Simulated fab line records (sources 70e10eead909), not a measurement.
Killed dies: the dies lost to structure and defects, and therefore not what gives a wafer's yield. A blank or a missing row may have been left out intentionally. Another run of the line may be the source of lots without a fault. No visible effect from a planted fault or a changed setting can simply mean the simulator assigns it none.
Check of tool commonality || flow nandHarc || 30 wafers sampled across 10 lots

== WHAT PROMPTED THE OPENING ==
At NHARC_P_M0_THK_MEAS_24 the reading thkNm is flagged on 2 of 10 lots. Fault-free wafers read 117.4 nm, with a standard deviation of 1.5.
Rule: flag the lot when none of its wafers has a number, or when each of its wafers that has one lies beyond 4 standard deviations from that mean. The other lots count as sound.

{"lot": "L300", "measured": "day 6 03:26", "on": "filmMetro-01", "thkNm (nm), wafer by wafer": "117.9 119.5 118.8", "flag": ""}
{"lot": "L301", "measured": "day 6 19:05", "on": "filmMetro-01", "thkNm (nm), wafer by wafer": "119.6 117.5 118.4", "flag": ""}
{"lot": "L310", "measured": "day 8 13:25", "on": "filmMetro-01", "thkNm (nm), wafer by wafer": "29.1 31.4 30.1", "flag": "FLAGGED"}
{"lot": "L311", "measured": "day 9 05:16", "on": "filmMetro-01", "thkNm (nm), wafer by wafer": "30.4 29.2 27.0", "flag": "FLAGGED"}
{"lot": "L314", "measured": "day 9 17:47", "on": "filmMetro-01", "thkNm (nm), wafer by wafer": "117.0 115.7 115.1", "flag": ""}
{"lot": "L316", "measured": "day 10 04:22", "on": "filmMetro-01", "thkNm (nm), wafer by wafer": "117.2 117.4 116.7", "flag": ""}
{"lot": "L319", "measured": "day 11 02:36", "on": "filmMetro-01", "thkNm (nm), wafer by wafer": "118.4 118.6 119.8", "flag": ""}
{"lot": "L318", "measured": "day 11 03:02", "on": "filmMetro-01", "thkNm (nm), wafer by wafer": "116.8 116.3 119.4", "flag": ""}
{"lot": "L321", "measured": "day 11 06:44", "on": "filmMetro-01", "thkNm (nm), wafer by wafer": "115.9 118.5 116.4", "flag": ""}
{"lot": "L322", "measured": "day 11 20:10", "on": "filmMetro-01", "thkNm (nm), wafer by wafer": "119.7 117.0 117.5", "flag": ""}
On average the flagged lots' numbers are 29.5 nm, which is -87.9 nm against the usual, or -59 standard deviations.

== LOT BY LOT: THE TOOL USED ==
4 process steps preceding the reading are held in the record, out of 1159 steps in the route. Read each cell as the tool, then ch plus the chambers that the sampled wafers visited, then the start.
{"lot": "L300", "flag": "", "NHARC_P_CONTACT_DESCUM_17": "rieDiel-02 ch 1,3, day 5 16:43", "NHARC_P_M0_ETCH_34": "rieDiel-12 ch 1,3, day 6 01:11", "NHARC_P_M0_ECD_22": "ecdCu-01 ch 0,1, day 6 02:25", "NHARC_P_M0_CMP_23": "cmp-04 ch 2,3, day 6 03:08"}
{"lot": "L301", "flag": "", "NHARC_P_CONTACT_DESCUM_17": "rieDiel-10 ch 0,1,2, day 6 12:38", "NHARC_P_M0_ETCH_34": "rieDiel-01 ch 0,2,3, day 6 16:51", "NHARC_P_M0_ECD_22": "ecdCu-02 ch 0, day 6 18:06", "NHARC_P_M0_CMP_23": "cmp-02 ch 1,2,3, day 6 18:50"}
{"lot": "L310", "flag": "FLAGGED", "NHARC_P_CONTACT_DESCUM_17": "rieDiel-02 ch 0,1, day 8 07:03", "NHARC_P_M0_ETCH_34": "rieDiel-12 ch 0,2,3, day 8 11:12", "NHARC_P_M0_ECD_22": "ecdCu-01 ch 0,1, day 8 12:26", "NHARC_P_M0_CMP_23": "cmp-04 ch 1,2,3, day 8 13:11"}
{"lot": "L311", "flag": "FLAGGED", "NHARC_P_CONTACT_DESCUM_17": "rieDiel-02 ch 0,2,3, day 8 18:34", "NHARC_P_M0_ETCH_34": "rieDiel-01 ch 0,1,2, day 9 03:03", "NHARC_P_M0_ECD_22": "ecdCu-02 ch 0,1, day 9 04:14", "NHARC_P_M0_CMP_23": "cmp-01 ch 1,2,3, day 9 04:57"}
{"lot": "L314", "flag": "", "NHARC_P_CONTACT_DESCUM_17": "rieDiel-04 ch 0,1,3, day 9 04:55", "NHARC_P_M0_ETCH_34": "rieDiel-09 ch 0,1,2, day 9 15:30", "NHARC_P_M0_ECD_22": "ecdCu-02 ch 0, day 9 16:45", "NHARC_P_M0_CMP_23": "cmp-02 ch 0,1,3, day 9 17:28"}
{"lot": "L316", "flag": "", "NHARC_P_CONTACT_DESCUM_17": "rieDiel-10 ch 0,1,3, day 9 20:34", "NHARC_P_M0_ETCH_34": "rieDiel-12 ch 0,1,2, day 10 02:08", "NHARC_P_M0_ECD_22": "ecdCu-02 ch 0,1, day 10 03:19", "NHARC_P_M0_CMP_23": "cmp-01 ch 0,3, day 10 04:04"}
{"lot": "L319", "flag": "", "NHARC_P_CONTACT_DESCUM_17": "rieDiel-02 ch 0,2, day 10 14:58", "NHARC_P_M0_ETCH_34": "rieDiel-09 ch 0,1, day 11 00:22", "NHARC_P_M0_ECD_22": "ecdCu-02 ch 0, day 11 01:34", "NHARC_P_M0_CMP_23": "cmp-04 ch 2,3, day 11 02:17"}
{"lot": "L318", "flag": "", "NHARC_P_CONTACT_DESCUM_17": "rieDiel-10 ch 1,2,3, day 10 15:29", "NHARC_P_M0_ETCH_34": "rieDiel-12 ch 0,1,3, day 11 00:46", "NHARC_P_M0_ECD_22": "ecdCu-01 ch 0, day 11 02:02", "NHARC_P_M0_CMP_23": "cmp-02 ch 0,2,3, day 11 02:45"}
{"lot": "L321", "flag": "", "NHARC_P_CONTACT_DESCUM_17": "rieDiel-02 ch 2,3, day 11 00:06", "NHARC_P_M0_ETCH_34": "rieDiel-09 ch 0,1,3, day 11 04:29", "NHARC_P_M0_ECD_22": "ecdCu-02 ch 0,1, day 11 05:40", "NHARC_P_M0_CMP_23": "cmp-02 ch 0,1,3, day 11 06:30"}
{"lot": "L322", "flag": "", "NHARC_P_CONTACT_DESCUM_17": "rieDiel-10 ch 0,1,3, day 11 12:02", "NHARC_P_M0_ETCH_34": "rieDiel-01 ch 0,1, day 11 17:50", "NHARC_P_M0_ECD_22": "ecdCu-02 ch 0,1, day 11 19:04", "NHARC_P_M0_CMP_23": "cmp-04 ch 0,1,3, day 11 19:55"}
These steps, and what they do:
- NHARC_P_CONTACT_DESCUM_17: chemistry O2, time 3 s.
- NHARC_P_M0_ETCH_34: etches the open film in N2/H2, target depth 40 nm, overetch 12 nm, time 43.94 s.
- NHARC_P_M0_ECD_22: material Cu, target thk 400 nm.
- NHARC_P_M0_CMP_23: polishes, t overpolish 20 s, target thk 117.53 nm.
- NHARC_P_M0_THK_MEAS_24: measures by xrf.

== FLAGGED OVER TOTAL, TOOL BY TOOL (the gauges that took the reading come last) ==
{"step": "NHARC_P_CONTACT_DESCUM_17", "tool": "rieDiel-02", "lots run": 5, "flagged": 2, "share of the flagged lots": "all", "sound lots run after its first flagged lot": "2 (L319,L321)"}
{"step": "NHARC_P_CONTACT_DESCUM_17", "tool": "rieDiel-04", "lots run": 1, "flagged": 0, "share of the flagged lots": "none", "sound lots run after its first flagged lot": "-"}
{"step": "NHARC_P_CONTACT_DESCUM_17", "tool": "rieDiel-10", "lots run": 4, "flagged": 0, "share of the flagged lots": "none", "sound lots run after its first flagged lot": "-"}
{"step": "NHARC_P_M0_ETCH_34", "tool": "rieDiel-01", "lots run": 3, "flagged": 1, "share of the flagged lots": "some", "sound lots run after its first flagged lot": "1 (L322)"}
{"step": "NHARC_P_M0_ETCH_34", "tool": "rieDiel-09", "lots run": 3, "flagged": 0, "share of the flagged lots": "none", "sound lots run after its first flagged lot": "-"}
{"step": "NHARC_P_M0_ETCH_34", "tool": "rieDiel-12", "lots run": 4, "flagged": 1, "share of the flagged lots": "some", "sound lots run after its first flagged lot": "2 (L316,L318)"}
{"step": "NHARC_P_M0_ECD_22", "tool": "ecdCu-01", "lots run": 3, "flagged": 1, "share of the flagged lots": "some", "sound lots run after its first flagged lot": "1 (L318)"}
{"step": "NHARC_P_M0_ECD_22", "tool": "ecdCu-02", "lots run": 7, "flagged": 1, "share of the flagged lots": "some", "sound lots run after its first flagged lot": "5 (L314,L316,L319,L321,L322)"}
{"step": "NHARC_P_M0_CMP_23", "tool": "cmp-01", "lots run": 2, "flagged": 1, "share of the flagged lots": "some", "sound lots run after its first flagged lot": "1 (L316)"}
{"step": "NHARC_P_M0_CMP_23", "tool": "cmp-02", "lots run": 4, "flagged": 0, "share of the flagged lots": "none", "sound lots run after its first flagged lot": "-"}
{"step": "NHARC_P_M0_CMP_23", "tool": "cmp-04", "lots run": 4, "flagged": 1, "share of the flagged lots": "some", "sound lots run after its first flagged lot": "2 (L319,L322)"}
{"step": "NHARC_P_M0_THK_MEAS_24", "tool": "filmMetro-01", "lots run": 10, "flagged": 2, "share of the flagged lots": "all", "sound lots run after its first flagged lot": "6 (L314,L316,L319,L318,L321,L322)"}

== WHAT THE TABLE ALLOWS ==
2 rows of the table ran every flagged lot: rieDiel-02 at NHARC_P_CONTACT_DESCUM_17, filmMetro-01 at NHARC_P_M0_THK_MEAS_24.
- rieDiel-02 at NHARC_P_CONTACT_DESCUM_17 ran 5 lots, 2 of them flagged. Lots that were sound ran on it after the first flagged one (L319, L321); a persistent fault on the entire tool would not allow that.
- filmMetro-01 at NHARC_P_M0_THK_MEAS_24 ran 10 lots, 2 of them flagged. Lots that were sound ran on it after the first flagged one (L314, L316, L319, L318, L321, L322); a persistent fault on the entire tool would not allow that.
Not one row of the table ran every flagged lot while running no sound lot after the first.

== WHAT WAS PUT IN BY THE SIMULATOR ==
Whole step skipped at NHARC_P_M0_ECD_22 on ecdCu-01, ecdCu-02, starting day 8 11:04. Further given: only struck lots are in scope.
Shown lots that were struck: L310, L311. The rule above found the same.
